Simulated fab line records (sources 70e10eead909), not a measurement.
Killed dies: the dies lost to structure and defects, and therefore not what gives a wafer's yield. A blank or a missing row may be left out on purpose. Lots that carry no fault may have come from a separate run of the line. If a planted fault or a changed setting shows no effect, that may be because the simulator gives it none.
Problem report in the 8D (eight disciplines) form, filled by code	flow nand-harc	the parts of the form that need people (team, actions taken, sign-off) are left out

== 1. THE ISSUE ==
oes-product-au at NHARC_A_M1_ETCH_35 reads a mean of 0.865 a.u. on 2 wafers of 2 lots; wafers without a fault read 1.001 a.u. with a standard deviation of 0.0097. Measured from the usual mean, that is -14 standard deviations.
The step: etches the open film in N2/H2, target depth 40 nm, overetch 12 nm, time 43.94 s.
First observed at day 30 14:47: wafer L180.1, on rie-diel-06. Wafers with a number at this step in the record: 39, from 13 lots. Rule for "out", or "out of limits": more than 4 standard deviations from the usual mean. The rest of the wafers with a number are treated as sound.

== 2. WHAT IT IS; WHAT IT IS NOT ==
question	is	is not
which readings at this step	oes-product-au	drypump-motor-current-A, rf-vpp-V, showerhead-plenum-p-Torr, throttle-valve-pct
which lots	L179, L180	L162, L165, L167, L169, L170, L171, L172, L177, L183, L184, L185
which wafers of those lots	L179.6, L180.1	L179.3, L179.5, L180.2, L180.4
read on which tools	rie-diel-06	rie-diel-02, rie-diel-04
when	from day 30 14:47	up to then (26 sound wafers); but 11 sound wafers of L179, L183, L184, L185 came after

== 3. SUSPECTS, AND WHAT RULES EACH OUT ==
Counting: if a tool at a process step up to the reading ran every lot that is out, it stays a suspect. Sound lots after the first of them don't rule it out here, since some wafers of a struck lot are sound.
- rie-diel-06 at NHARC_A_M1_ETCH_35 (etches the open film in N2/H2, target depth 40 nm, overetch 12 nm, time 43.94 s): kept. It processed each lot that is out (first: L180, day 30 14:47); up to then, its last sound lot is L167 (day 25 07:59). On those wafers its own readings are out: oes-product-au.
- At NHARC_A_M1_ETCH_35, inside rie-diel-06: chamber 2 took the wafers that are out, while their sound lot-mates went through chambers 0, 1, 3.
After counting, what remains is rie-diel-06 at NHARC_A_M1_ETCH_35.

== 4. THE CAUSE (what the simulator had put in) ==
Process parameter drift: rie-diel-06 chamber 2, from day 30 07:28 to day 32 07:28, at NHARC_A_M1_ETCH_35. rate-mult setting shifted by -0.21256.
Only this tool survived the counting.

== 5. SEQUENCE OF EFFECTS, ordered by route ==
Each row: a reading whose mean over the struck wafers that have a number lies more than 3 standard deviations from the usual. Scope: only readings with a usual standard deviation given in the record; hours: median across lots of the time from each lot's start at the first step in this table that gives one to its start at this step; sigmas: change in usual standard deviations.
hours	step	reading	usual	on struck wafers	change	sigmas
0	NHARC_A_M1_ETCH_35	oes-product-au	1.001 a.u.	0.865	-0.136	-14
Here are the process steps it includes:
- NHARC_A_M1_ETCH_35: etches the open film in N2/H2, target depth 40 nm, overetch 12 nm, time 43.94 s.
Later steps that measure or inspect, where all struck wafers having a row at the step show a number for every such reading and not one has moved that far: NHARC_END_SORT_01.

== 6. HOW IT WOULD HAVE BEEN CAUGHT EARLIER ==
7 hours passed between the start of the fault at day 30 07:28 and the first reading out of limits in this record, taken at day 30 14:47.
